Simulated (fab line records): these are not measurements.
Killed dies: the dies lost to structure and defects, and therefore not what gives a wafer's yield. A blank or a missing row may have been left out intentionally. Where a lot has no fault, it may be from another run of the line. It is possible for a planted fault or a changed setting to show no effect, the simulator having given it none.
A lot that was struck, set against a sound lot ; flow n5-finfet ; 15 out of 1938 route steps
Sound: the wafers L809.1, L809.4, L809.6. Wafers struck: L799.1, L799.2, L799.6. The cause is named last.
Order at every step that has rows: each side's tool, ch and its chambers, its first start. Under that, the readings that differ: sound wafers ; struck wafers ; difference of the means ; sigmas: that difference in standard deviations of wafers without a fault.
alike: a reading whose means differ by less than 2 such deviations, as well as words and numbers matching on both sides. not compared: withheld readings; readings where some wafer has no value; bounds like >300 that might hide an equal value; numbers whose values overlap and for which the record gives no deviation.
Wherever a step has rows on one side only, a row that says differs or no value, or a row with sigmas, the two part there. Numbers that don't overlap but have no deviation are shown without sigmas and don't part them. A reading that every wafer of one side lacks parts them only if that side has two wafers or more.

first, 1 step without rows for these wafers: N5_MOL_CONTACT_COAG_DESCUM_13 (chemistry O2, time 7 s).
N5_MOL_CONTACT_COAG_ETCH_59: etches underlayer in N2/H2, target depth 13 nm, time 10.4 s.
  sound on rie-diel-02 ch 1,3, day 8 15:27; struck on rie-diel-06 ch 0,2, day 6 05:08
  alike: drypump-motor-current-A, etch-rf-on-time-s, h2-flow-sccm, oes-product-au, rf-fwd-power-W, rf-vpp-V, showerhead-plenum-p-Torr, throttle-valve-pct
  not compared: rf-hours-counter-h
then, 1 step without rows for these wafers: N5_MOL_CONTACT_COAG_ETCH_105 (etches SiARC in CF4, target depth 15.6 nm, time 26 s).
N5_MOL_CONTACT_COAG_ETCH_106: etches SOC in N2/H2, target depth 80 nm, overetch 16 nm, time 120 s.
  sound on rie-diel-02 ch 1,3, day 8 15:30; struck on rie-diel-06 ch 0,2, day 6 05:11
  alike: drypump-motor-current-A, h2-flow-sccm, oes-product-au, rf-fwd-power-W, rf-vpp-V, showerhead-plenum-p-Torr, throttle-valve-pct
  not compared: rf-hours-counter-h
then, 2 steps without rows for these wafers: N5_MOL_CONTACT_COAG_STRIP_107 (strips in N2/H2); N5_MOL_CONTACT_COAG_STRIP_108 (strips in N2/H2).
N5_MOL_CONTACT_COAG_CONTACT_ETCH_14: etches SiO2 in C4F6/O2, target depth 27.5 nm, overetch 8.5 nm, time 20 s.
  sound on rie-diel-02 ch 1,3, day 8 15:36; struck on rie-diel-06 ch 0,2, day 6 05:17
  alike: drypump-motor-current-A, oes-product-au, rf-fwd-power-W, rf-vpp-V, showerhead-plenum-p-Torr, throttle-valve-pct
  not compared: rf-hours-counter-h
then, 1 step without rows for these wafers: N5_MOL_CONTACT_COAG_STRIP_109 (strips in C4F6/O2).
N5_MOL_CONTACT_COAG_ETCH_15: etches SiNx in CH3F/O2, stops on Si:P, target depth 7 nm.
  sound on rie-diel-02 ch 1,3, day 8 15:38; struck on rie-diel-06 ch 0,2, day 6 05:19
  alike: drypump-motor-current-A, oes-product-au, rf-fwd-power-W, rf-vpp-V, showerhead-plenum-p-Torr, throttle-valve-pct
  not compared: rf-hours-counter-h
N5_MOL_CONTACT_COAG_ETCH_110: etches Si in CF4/O2, target depth 2.5 nm, time 8 s.
  sound on rie-diel-02 ch 1,3, day 8 15:42; struck on rie-diel-06 ch 0,2, day 6 05:23
  alike: drypump-motor-current-A, oes-product-au, rf-fwd-power-W, rf-vpp-V, showerhead-plenum-p-Torr, throttle-valve-pct
  not compared: rf-hours-counter-h
then, 1 step without rows for these wafers: N5_MOL_CONTACT_COAG_STRIP_98 (strips in N2/H2).
N5_MOL_CONTACT_COAG_CD_MEAS_99: the cd target is 17.2 nm.
  sound: cd-sem-03 at day 8 15:49; struck: cd-sem-01 at day 6 05:30
  alike: cd-nm
N5_MOL_CONTACT_COAG_IMPLANT_129:
  sound on implanter-01 ch 0, day 8 15:51; struck on implanter-02, day 6 05:32
  no value came back on the struck wafers for beam-energy-keV, beam-on-s (s), dose-ions-cm2; on the sound wafers beam-energy-keV reads 2.9984 2.9993 2.9987
then, 1 step without rows for these wafers: N5_MOL_CONTACT_COAG_PRECLEAN_111 (cleans in NF3:NH3, afs cycles 1, time 20 s, sublimation time 60 s).
N5_PASSIVATION_PROBE_49:
  sound wafers here have rows in the record (prober-01, day 16 13:25); struck ones have none

## WHERE THEY PART
Last at N5_PASSIVATION_PROBE_49 as far as this record goes, first at N5_MOL_CONTACT_COAG_IMPLANT_129.

WHY: what the simulator had put in
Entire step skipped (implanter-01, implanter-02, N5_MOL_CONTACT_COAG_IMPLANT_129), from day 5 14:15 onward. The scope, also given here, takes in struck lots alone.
